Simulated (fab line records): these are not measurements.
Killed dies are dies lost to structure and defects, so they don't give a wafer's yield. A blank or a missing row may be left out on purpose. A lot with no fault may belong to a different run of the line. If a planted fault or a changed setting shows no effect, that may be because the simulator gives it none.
Split-lot study + flow n5_finfet + 21 wafers read across 7 lots, on a route 1938 steps long

## SPLIT DETAILS
At N5_BEOL_M5_ETCH_72 (etches underlayer in N2/H2, target depth 6.5 nm, time 5.2 s), the setting bias_w was moved away from the recipe's 150 W on 5 of the 21 wafers read, by -11.7% to +17.0%. This setting was run at the recipe's value on the other wafers.

The reading comes from the split's own step.

## THE READING
rf_vpp_V, in V, at N5_BEOL_M5_ETCH_72 (etches underlayer in N2/H2, target depth 6.5 nm, time 5.2 s). A value of 524.6 V with a standard deviation of 2.5 V is what fault-free wafers of this fab line usually give.

| wafer  | tool, chamber at the split | bias_w as run, W | against the recipe | rf_vpp_V, V | against lot-mates on the recipe |
|--------|----------------------------|------------------|--------------------|-------------|---------------------------------|
| L075.1 | rie_diel-03, 3             | 175.5            | +17.0%             | 578.1       | +53.8                           |
| L075.3 | rie_diel-03, 1             | 175.5            | +17.0%             | 582.4       | +58.1                           |
| L075.6 | rie_diel-03, 3             | 150              | recipe             | 524.3       | -                               |
| L076.4 | rie_diel-02, 1             | 150              | recipe             | 527.2       | -                               |
| L076.5 | rie_diel-02, 1             | 150              | recipe             | 525.8       | -                               |
| L076.6 | rie_diel-02, 2             | 150              | recipe             | 523.6       | -                               |
| L084.1 | rie_diel-01, 3             | 150              | recipe             | 520.6       | -                               |
| L084.2 | rie_diel-01, 1             | 150              | recipe             | 524.7       | -                               |
| L084.3 | rie_diel-01, 2             | 163              | +8.7%              | 556.4       | +33.7                           |
| L087.1 | rie_diel-01, 2             | 150              | recipe             | 525.9       | -                               |
| L087.2 | rie_diel-01, 3             | 150              | recipe             | 519.9       | -                               |
| L087.6 | rie_diel-01, 1             | 150              | recipe             | 522.6       | -                               |
| L092.2 | rie_diel-03, 2             | 150              | recipe             | 523.0       | -                               |
| L092.3 | rie_diel-03, 3             | 150              | recipe             | 522.3       | -                               |
| L092.6 | rie_diel-03, 1             | 139.1            | -7.3%              | 504.6       | -18.0                           |
| L090.1 | rie_diel-03, 1             | 132.4            | -11.7%             | 487.9       | -37.5                           |
| L090.3 | rie_diel-03, 3             | 150              | recipe             | 522.5       | -                               |
| L090.6 | rie_diel-03, 1             | 150              | recipe             | 528.3       | -                               |
| L097.1 | rie_diel-02, 0             | 150              | recipe             | 521.9       | -                               |
| L097.5 | rie_diel-02, 1             | 150              | recipe             | 525.3       | -                               |
| L097.6 | rie_diel-02, 0             | 150              | recipe             | 519.2       | -                               |

FIT RESULTS
A straight line over all 21 wafers: rf_vpp_V changes by +3.26 V for each +1% of bias_w; r = +0.99; the points scatter about the line by 2.8 V.
The same after taking each lot's own level away (the mean of its wafers on the recipe; 21 wafers): +3.26 V for each +1%; r = +0.99; scatter 2.6 V.
The reading moves by 55 V for the largest change in bias_w, on that fit.
From 522.13 to 525.53 V: that is the span of the lots' own levels, equal to 1.4 times the standard deviation above.
Consequently the slope shifts little with the lot-to-lot level, the two slopes agreeing.
Check: for one of the wafers moved furthest among these (+17.0%), held out of the fit, the line's prediction against its lot-mates is +57.3 V. It came out at +53.8 V against them.
Tool readings at the split's step, against how far the setting was moved: rf_vpp_V r = +0.99.

## OTHER SPLITS APPLIED TO THESE WAFERS
Before the reading, these wafers also passed through other splits. Each is held against what the fit with the lots' levels taken away leaves over:
| other split on the same wafers   | wafers away from the commonest value | r with rf_vpp_V (lot level and that fit taken away) |
|----------------------------------|--------------------------------------|-----------------------------------------------------|
| N5_BEOL_M4_TRENCH_ETCH_37 bias_w | 7                                    | +0.05                                               |
| N5_BEOL_M5_EXPOSE_08 dose_mj     | 8                                    | -0.01                                               |

## FILE'S OWN FIT
rf_vpp_V changes by +3.27 V for each +1% of bias_w, r = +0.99.
